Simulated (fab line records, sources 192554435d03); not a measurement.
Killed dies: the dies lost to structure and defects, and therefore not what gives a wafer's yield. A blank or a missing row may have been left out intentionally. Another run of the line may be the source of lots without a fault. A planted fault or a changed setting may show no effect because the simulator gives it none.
What tool caused it?	flow n5_finfet	9 lots, 24 wafers sampled, at 3 steps of a route of 1938

== WHAT THE GAUGES SHOWED, per wafer ==
N5_BEOL_M8_CD_MEAS_28: target cd 40 nm.
lot	measured	on	cd_nm (nm)
L103	day 9 03:37	cd_sem-03	39.38 40.08 39.49
L104	day 9 09:01	cd_sem-01	39.63 39.79 39.73
L106	day 9 19:06	cd_sem-01	39.71 40.00 39.79
L108	day 10 09:30	cd_sem-02	40.05 40.11 39.89
L107	day 10 09:40	cd_sem-03	39.83 39.40 40.01
L109	day 11 00:32	cd_sem-02	39.91 40.27 40.27
L110	day 11 09:12	cd_sem-02	39.63 39.86
L117	day 13 04:40	cd_sem-02	29.90 29.78
L120	day 14 06:08	cd_sem-03	28.84 40.06

== TOOL THAT RAN EACH LOT (tool first, then ch and the chambers of the sampled wafers, then the start) ==
lot	N5_BEOL_M8_ETCH_62	N5_BEOL_M8_EXPOSE_25
L103	rie_diel-02 ch 0,1,3, day 9 02:13	euv_scanner-02 ch 0, day 9 03:29
L104	rie_diel-01 ch 0,1,2, day 9 08:16	euv_scanner-02 ch 0, day 9 08:54
L106	rie_diel-02 ch 0,2, day 9 17:28	euv_scanner-02 ch 0, day 9 18:58
L108	rie_diel-04 ch 1,2,3, day 10 06:07	euv_scanner-01 ch 0, day 10 09:22
L107	rie_diel-02 ch 0,1,3, day 10 06:22	euv_scanner-02 ch 0, day 10 09:32
L109	rie_diel-01 ch 0,2,3, day 10 21:04	euv_scanner-01 ch 0, day 11 00:25
L110	rie_diel-02 ch 0,1, day 11 07:10	euv_scanner-01 ch 0, day 11 09:04
L117	rie_diel-02 ch 0,3, day 13 01:07	euv_scanner-01 ch 0, day 13 04:32
L120	rie_diel-04 ch 1,2, day 14 04:47	euv_scanner-01 ch 0, day 14 06:01
- N5_BEOL_M8_ETCH_62: etches SOC in N2/H2, target depth 110 nm, overetch 22 nm, time 165 s.
- N5_BEOL_M8_EXPOSE_25: exposes mask V7, target cd 40 nm.

== THE ANSWER, worked out from the rows above alone ==
Rule: the lots themselves supply what counts as usual. The widest of any qualifying gaps counts: lots, ordered by their means at a reading, are off when they make up no more than a third of the lots, leave a main group of 4 or more, and stand apart from it by 3 or more times the standard deviation of that group's means. A main group is skipped when, at the precision printed for the reading in the tables above, its means are all equal. A lot without any number at a reading at which 4 lots or more have one is off too. All remaining lots with rows at the step are treated as sound.
Off: L117, L120 (N5_BEOL_M8_CD_MEAS_28, cd_nm). For the main group the mean is 39.84 nm and the standard deviation 0.17.
A tool fits if, at a process step before that reading, it ran every lot that is off, and no sound lot after the first of them. Those tools and the gauges at N5_BEOL_M8_CD_MEAS_28 are tried in the same way. One fits: euv_scanner-01 at N5_BEOL_M8_EXPOSE_25. Its last sound lot is L110 (day 11 09:04), its first lot that is off L117 (day 13 04:32): a fault that began between those two fits.

== WHAT THE SIMULATOR PUT IN ==
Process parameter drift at N5_BEOL_M8_EXPOSE_25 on euv_scanner-01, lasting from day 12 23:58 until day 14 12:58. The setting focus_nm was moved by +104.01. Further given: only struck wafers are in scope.
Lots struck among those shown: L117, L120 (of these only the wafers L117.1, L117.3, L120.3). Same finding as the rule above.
